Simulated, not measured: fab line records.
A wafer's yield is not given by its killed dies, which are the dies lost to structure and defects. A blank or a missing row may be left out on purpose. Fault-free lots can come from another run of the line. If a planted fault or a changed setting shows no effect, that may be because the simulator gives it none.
The tool behind it: which one?	flow n5-finfet	9 lots, 25 wafers sampled, at 4 steps of a route of 1938

## WHAT THE GAUGES READ, wafer by wafer
N5_BEOL_M4_RC_MEAS_101.
lot	measured	on	RC_DENSE_N (ohm.um)
L903	day 15 11:46	prober-02	19.8 18.9 19.8
L906	day 14 20:15	prober-02	20.1 18.7 19.1
L912	day 16 22:43	prober-01	34.2 34.2 34.4
L914	day 17 07:19	prober-02	35.4 35.1 34.3
L919	day 17 20:31	prober-01	18.6 18.8 19.2
L922	day 19 02:43	prober-01	18.1 18.5
L924	day 19 04:35	prober-01	19.6 19.9 19.9
L925	day 20 05:26	prober-02	18.1 19.3 18.1
L926	day 20 12:02	prober-01	19.1 19.1

## WHICH TOOL RAN EACH LOT (tool, then ch and the chambers of the sampled wafers, then the start)
lot	N5_MOL_CONTACT_COAG_ETCH_106	N5_MOL_CONTACT_COAG_ETCH_110	N5_MOL_CONTACT_COAG_IMPLANT_129
L903	rie-diel-02 ch 0,3, day 4 20:16	rie-diel-02 ch 0,3, day 4 20:28	implanter-02 ch 0, day 4 20:39
L906	rie-diel-02 ch 0,1,2, day 5 11:58	rie-diel-02 ch 0,1,2, day 5 12:10	implanter-02 ch 0, day 5 12:21
L912	rie-diel-02 ch 1,2, day 6 22:15	rie-diel-02 ch 1,2, day 6 22:33	implanter-02 ch 0, day 6 22:45
L914	rie-diel-02 ch 0,1,2, day 7 13:14	rie-diel-02 ch 0,1,2, day 7 13:25	implanter-02 ch 0, day 7 13:35
L919	rie-diel-03 ch 0,1,3, day 8 17:17	rie-diel-03 ch 0,1,3, day 8 17:29	implanter-01 ch 0, day 8 17:40
L922	rie-diel-03 ch 1,3, day 9 12:38	rie-diel-03 ch 1,3, day 9 12:50	implanter-01 ch 0, day 9 13:02
L924	rie-diel-06 ch 0,2,3, day 10 01:14	rie-diel-06 ch 0,2,3, day 10 01:25	implanter-02 ch 0, day 10 01:40
L925	rie-diel-02 ch 1,2, day 10 09:47	rie-diel-02 ch 1,2, day 10 09:59	implanter-01 ch 0, day 10 10:08
L926	rie-diel-06 ch 0,2, day 10 16:54	rie-diel-06 ch 0,2, day 10 17:05	implanter-01 ch 0, day 10 17:15
- N5_MOL_CONTACT_COAG_ETCH_106: etches SOC in N2/H2, target depth 80 nm, overetch 16 nm, time 120 s.
- N5_MOL_CONTACT_COAG_ETCH_110: etches Si in CF4/O2, target depth 2.5 nm, time 8 s.
- N5_MOL_CONTACT_COAG_IMPLANT_129

## THE ANSWER, worked out from the rows above alone
Rule: what is usual is taken from the lots themselves. Put in order of their means at a reading, lots are off if they are a third of the lots or fewer, leave a main group of 4 or more, and stand apart from it by a gap of 3 or more times the standard deviation of the main group's means; of several such gaps the widest counts. If all means in a main group match to the digits the tables above print for the reading, that group is not used. A lot without any number at a reading at which 4 lots or more have one is off too. All remaining lots with rows at the step are treated as sound.
Off: at N5_BEOL_M4_RC_MEAS_101 (RC_DENSE_N), L912, L914. The main group: mean 19.1 ohm.um, standard deviation 0.5.
A tool fits if, at a process step before that reading, it ran every lot that is off, and no sound lot after the first of them. Gauges at N5_BEOL_M4_RC_MEAS_101: tried the same way as those tools. None of those tried fits.

## WHAT WAS PUT IN BY THE SIMULATOR
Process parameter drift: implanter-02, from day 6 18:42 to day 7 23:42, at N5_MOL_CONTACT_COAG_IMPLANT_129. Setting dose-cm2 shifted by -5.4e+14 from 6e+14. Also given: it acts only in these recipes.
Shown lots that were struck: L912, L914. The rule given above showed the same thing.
